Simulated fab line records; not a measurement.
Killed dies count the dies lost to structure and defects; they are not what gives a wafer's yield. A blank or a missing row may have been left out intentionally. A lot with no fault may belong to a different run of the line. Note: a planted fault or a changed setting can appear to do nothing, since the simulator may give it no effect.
A struck lot beside a sound one -- flow n5 finfet -- 27 steps out of a route of 1938
Sound: the wafers L642.2, L642.4, L642.5. Struck: wafer L639.6 (left out: L639.4, L639.5 of the same lot, which were not struck); the cause appears at the end.
Per side, at each step with rows, come the tool, then ch with its chambers, and then its first start. Under that, the readings that differ: sound wafers -- struck wafers -- difference of the means -- sigmas: that difference in standard deviations of wafers without a fault.
alike: readings whose means differ by less than 2 such deviations, and words and numbers that are the same on both sides. not compared: withheld readings, readings that some wafer has no value for, bounds like >300 that may hide the same value, and numbers for which the record gives no deviation and whose values overlap.
A row with sigmas, a row that says differs or no value, or rows on one side alone: a step with any of these is where the two part. Non-overlapping numbers with no deviation appear without sigmas and do not part them. A reading that every wafer of one side lacks parts them only if that side has two wafers or more.

first, 8 steps without rows for these wafers: N5_BEOL_M15_SPUTTER_43 (material TaN, target thk 15 nm, time 24.19 s); N5_BEOL_M15_SPUTTER_44 (material Ta, target thk 15 nm, time 24.19 s); N5_BEOL_M15_SPUTTER_45 (material Cu, target thk 100 nm, time 16.67 s); N5_BEOL_M15_ECD_47 (material Cu, target thk 1860 nm); N5_BEOL_M15_ANNEAL_48 (time 90 s); N5_BEOL_M15_CMP_49 (polishes, stops on SiO2, t overpolish 4.9 s, target thk 850 nm); N5_BEOL_M15_PRE_CLEAN_52 (time 15 s); N5_BEOL_M15_DEP_53 (deposits SiCN from 3MS/NH3, target thk 50 nm, time 17.8 s).
N5_PASSIVATION_PECVD_00: deposits SiO2 from SiH4/N2O, target thk 200 nm, time 11.2 s.
  sound on pecvd-04 ch 0, day 18 04:31; struck on pecvd-02 ch 0, day 17 11:39
reading,sound,struck,difference,sigmas
heater power outer w (W),551 553 419,350,-158,-2
heater power w (W),852 877 709,597,-216,-2
  alike: showerhead plenum p Torr, showerhead vpp V, susceptor temp C, throttle valve pct
then, 15 steps without rows for these wafers: N5_MIM_BOT_DEGAS_01 (time 60 s); N5_MIM_BOT_SPUTTER_00 (material TiN, target thk 35 nm, time 89.7 s); N5_MIM_TOP_ALD_00 (deposits Al2O3, purge time 3 s, co reactant pulse time 3 s); N5_MIM_TOP_ALD_01 (deposits HfO2, target thk 5.6 nm, pulse time 1 s, purge time 3 s); N5_MIM_TOP_ALD_02 (deposits Al2O3, purge time 3 s, co reactant pulse time 3 s); N5_MIM_TOP_DEGAS_04 (time 60 s); N5_MIM_TOP_SPUTTER_03 (material TiN, target thk 35 nm, time 89.7 s); N5_MIM_TOP_LITHO_HMDS_01 (time 60 s); N5_MIM_TOP_LITHO_COAT_02; N5_MIM_TOP_LITHO_EBR_04; N5_MIM_TOP_LITHO_SOFTBAKE_03 (time 90 s); N5_MIM_TOP_LITHO_EXPOSE_05 (exposes mask MIM TOP, target cd 2000 nm); N5_MIM_TOP_LITHO_PEB_06; N5_MIM_TOP_LITHO_DEVELOP_07 (develop time 60 s); N5_MIM_TOP_LITHO_HARDBAKE_09 (time 120 s).
N5_MIM_TOP_LITHO_INSPECT_12: inspects for defects (macro).
  sound on defect inspect-02 at day 18 08:31; struck on defect inspect-01 at day 17 13:32
reading,sound,struck,difference,sigmas
raw defect count,3 2 1,>300,differs,
then, 1 step without rows for these wafers: N5_MIM_TOP_LITHO_DESCUM_10 (chemistry O2, time 7.9 s).
N5_PASSIVATION_PROBE_49:
  rows exist in the record for the struck wafers here (prober-02, day 18 02:50), but not for the sound ones

== WHERE THEY PART ==
Last at N5_PASSIVATION_PROBE_49 as far as this record goes, first at N5_PASSIVATION_PECVD_00.

WHY: whatever the simulator had introduced
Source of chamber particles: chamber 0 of pecvd-02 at N5_PASSIVATION_PECVD_00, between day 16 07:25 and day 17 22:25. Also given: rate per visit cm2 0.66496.
